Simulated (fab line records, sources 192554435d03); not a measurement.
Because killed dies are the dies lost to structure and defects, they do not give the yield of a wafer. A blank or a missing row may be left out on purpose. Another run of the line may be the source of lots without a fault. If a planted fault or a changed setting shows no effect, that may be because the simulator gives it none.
3 desks, one fault || flow n5-finfet || each desk holds nothing but its own numbers, with what lay behind them at the end

THE TOOL OWNER'S DESK: pvd-sputter-03
The tool's own readings at N5_PASSIVATION_SPUTTER_20 (material TaN, target thk 50 nm): means of the sampled wafers that have a number, for each lot that ran on this tool. If a lot's mean is further than 4 standard deviations from the usual mean, the lot is out of limits and carries the mark OUT (the distance appears in the brackets).
Columns: A = susceptor-temp-C at N5_PASSIVATION_SPUTTER_20, usual 24.99 C; B = throttle-valve-pct at N5_PASSIVATION_SPUTTER_20, usual 29.6 %
{"lot": "L929", "first seen here": "day 14 09:28", "A": 24.91, "B": 29.8}
{"lot": "L937", "first seen here": "day 15 18:23", "A": 24.81, "B": 29.5}
{"lot": "L941", "first seen here": "day 16 15:08", "A": 25.02, "B": 29.7}
{"lot": "L940", "first seen here": "day 16 21:01", "A": 25.17, "B": 30.1}
Result from this desk: across the 4 lots, nothing is out of limits.

THE DEFECT DESK
Per lot, the means of the sampled wafers with a number show what the inspections along the route counted. If a lot's mean is further than 4 standard deviations from the usual mean, the lot is out of limits and carries the mark OUT (the distance appears in the brackets).
Columns: A = raw-defect-count at N5_PASSIVATION_INSPECT_61, usual 2.3
{"lot": "L929", "first seen here": "day 14 08:23", "A": 3.0}
{"lot": "L928", "first seen here": "day 14 10:49", "A": 2.3}
{"lot": "L937", "first seen here": "day 15 17:37", "A": 3.0}
{"lot": "L941", "first seen here": "day 16 13:49", "A": 2.0}
{"lot": "L940", "first seen here": "day 16 18:41", "A": 3.0}
{"lot": "L946", "first seen here": "day 19 14:40", "A": 1.3}
{"lot": "L947", "first seen here": "day 19 20:05", "A": 1.7}
Result from this desk: across the 7 lots, nothing is out of limits.

METROLOGY DESK
Lot by lot, what the gauges showed, no matter which tool ran the lot: averages of those sampled wafers that carry a number. If a lot's mean is further than 4 standard deviations from the usual mean, the lot is out of limits and carries the mark OUT (the distance appears in the brackets).
Columns: A = cd-nm at N5_PASSIVATION_CD_MEAS_10, usual 2998 nm; B = TV_OVL at N5_PASSIVATION_OVL_MEAS_60, usual -1 nm
{"lot": "L929", "first seen here": "day 14 08:20", "A": 3005, "B": 2}
{"lot": "L928", "first seen here": "day 14 10:45", "A": 3000, "B": -0}
{"lot": "L937", "first seen here": "day 15 17:34", "A": 2994, "B": 0}
{"lot": "L941", "first seen here": "day 16 13:45", "A": 2992, "B": 2}
{"lot": "L940", "first seen here": "day 16 18:38", "A": 2994, "B": -1}
{"lot": "L946", "first seen here": "day 19 14:37", "A": 3004, "B": -2}
{"lot": "L947", "first seen here": "day 19 20:02", "A": 2994, "B": -7}
Result from this desk: across the 7 lots, nothing is out of limits.

ALL TOGETHER
The tool owner's desk saw nothing out of limits.
The defect desk saw nothing out of limits.
Nothing out of limits was seen by the metrology desk.

WHAT HAD BEEN PUT IN BY THE SIMULATOR
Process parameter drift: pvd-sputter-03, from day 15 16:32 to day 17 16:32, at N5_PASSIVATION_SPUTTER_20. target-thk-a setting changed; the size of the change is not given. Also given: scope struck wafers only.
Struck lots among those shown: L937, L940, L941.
